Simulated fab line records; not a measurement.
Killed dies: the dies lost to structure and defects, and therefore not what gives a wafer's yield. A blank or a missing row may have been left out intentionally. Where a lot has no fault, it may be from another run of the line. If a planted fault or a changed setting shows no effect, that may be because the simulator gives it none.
A single fault, viewed from 2 desks + flow n5 finfet + only its own numbers are on each desk; what lay behind them is given at the end

## THE METROLOGY DESK
Lot by lot, what the gauges showed, no matter which tool ran the lot: averages of those sampled wafers that carry a number. If a lot's mean is further than 4 standard deviations from the usual mean, the lot is out of limits and carries the mark OUT (the distance appears in the brackets). It has 11 readings, of which 7 appear: the earliest out of limits, and the ones furthest out on some lot.
Columns: A = IOFF_P at N5_BEOL_M4_RC_MEAS_101, usual 0.22 nA/um; B = ION_P at N5_BEOL_M4_RC_MEAS_101, usual 462 uA/um; C = SS_N at N5_BEOL_M4_RC_MEAS_101, usual 71.8 mV/dec; D = SS_P at N5_BEOL_M4_RC_MEAS_101, usual 73.5 mV/dec; E = VT_N at N5_BEOL_M4_RC_MEAS_101, usual 249 mV; F = VT_P at N5_BEOL_M4_RC_MEAS_101, usual -250 mV; G = M11_ILD_THK at N5_BEOL_M11_THK_MEAS_01, usual 268 nm
| lot  | first seen here | A    | B   | C    | D    | E   | F    | G             |
|------|-----------------|------|-----|------|------|-----|------|---------------|
| L971 | day 8 10:58     | 0.20 | 455 | 72.2 | 72.9 | 250 | -252 | 267           |
| L974 | day 9 01:17     | 0.25 | 464 | 72.2 | 73.2 | 248 | -247 | 265           |
| L978 | day 10 02:04    | 0.26 | 465 | 72.3 | 73.5 | 248 | -248 | 268           |
| L982 | day 11 06:01    | 0.22 | 466 | 71.0 | 72.8 | 251 | -248 | 273           |
| L989 | day 12 17:10    | 0.26 | 470 | 72.0 | 74.5 | 246 | -248 | 268           |
| L990 | day 13 03:50    | 0.21 | 460 | 72.2 | 73.6 | 248 | -250 | 360 (+28) OUT |
| L991 | day 13 04:33    | 0.23 | 464 | 72.0 | 73.5 | 248 | -248 | 358 (+27) OUT |
| L988 | day 13 12:16    | 0.35 | 476 | 73.2 | 75.0 | 242 | -242 | 361 (+28) OUT |
| L992 | day 13 12:39    | 0.23 | 462 | 72.0 | 73.5 | 247 | -250 | 267           |
| L993 | day 13 13:22    | 0.20 | 453 | 72.2 | 73.9 | 251 | -254 | 267           |
Finding of this desk: L988, L990, L991 out of limits, first seen on L991 at day 15 13:39 (M11_ILD_THK at N5_BEOL_M11_THK_MEAS_01). In limits: L971, L974, L978, L982, L989, L992, L993.

## AT THE TOOL OWNER'S DESK: pecvd-01
The tool's own readings at N5_BEOL_M11_ILD_DEP_00 (deposits SiCOH lowk from DEMS/porogen, target thk 308.51 nm, time 58 s): means of the sampled wafers that have a number, for each lot that ran on this tool. If a lot's mean is further than 4 standard deviations from the usual mean, the lot is out of limits and carries the mark OUT (the distance appears in the brackets).
Columns: A = heater power w at N5_BEOL_M11_ILD_DEP_00, usual 322 W; B = run length s at N5_BEOL_M11_ILD_DEP_00, usual 101.1 s; C = showerhead plenum p Torr at N5_BEOL_M11_ILD_DEP_00, usual 5.740 Torr; D = susceptor temp C at N5_BEOL_M11_ILD_DEP_00, usual 300.00 C; E = throttle valve pct at N5_BEOL_M11_ILD_DEP_00, usual 14.1 %
| lot  | first seen here | A   | B               | C     | D      | E    |
|------|-----------------|-----|-----------------|-------|--------|------|
| L971 | day 10 13:43    | 378 | 101.1           | 5.736 | 299.91 | 13.9 |
| L974 | day 11 06:52    | 334 | 101.4           | 5.751 | 299.87 | 13.7 |
| L982 | day 13 11:00    | 341 | 100.9           | 5.758 | 299.94 | 14.1 |
| L991 | day 15 13:04    | 337 | 120.6 (+37) OUT | 5.752 | 300.07 | 14.7 |
| L990 | day 15 14:36    | 368 | 120.5 (+37) OUT | 5.745 | 300.10 | 14.8 |
| L988 | day 15 16:46    | 338 | 120.8 (+37) OUT | 5.750 | 300.26 | 14.7 |
Finding of this desk: L988, L990, L991 out of limits; the first was L991 at day 15 13:04, on run length s at N5_BEOL_M11_ILD_DEP_00. In limits: L971, L974, L982.

## TAKEN TOGETHER
The tool owner's desk could have raised an alarm at day 15 13:04, on L988, L990, L991.
The metrology desk could have raised an alarm at day 15 13:39, on L988, L990, L991.
The lots listed all ran N5_BEOL_M11_ILD_DEP_00 on pecvd-01.

## WHAT THE SIMULATOR HAD INSERTED
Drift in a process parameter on pecvd-01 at N5_BEOL_M11_ILD_DEP_00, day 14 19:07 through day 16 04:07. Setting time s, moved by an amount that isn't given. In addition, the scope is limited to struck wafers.
Lots struck among those shown: L988, L990, L991.
Time in hours from fault onset to the first out-of-limits reading at each desk: tool owner's desk 18, metrology desk 19.
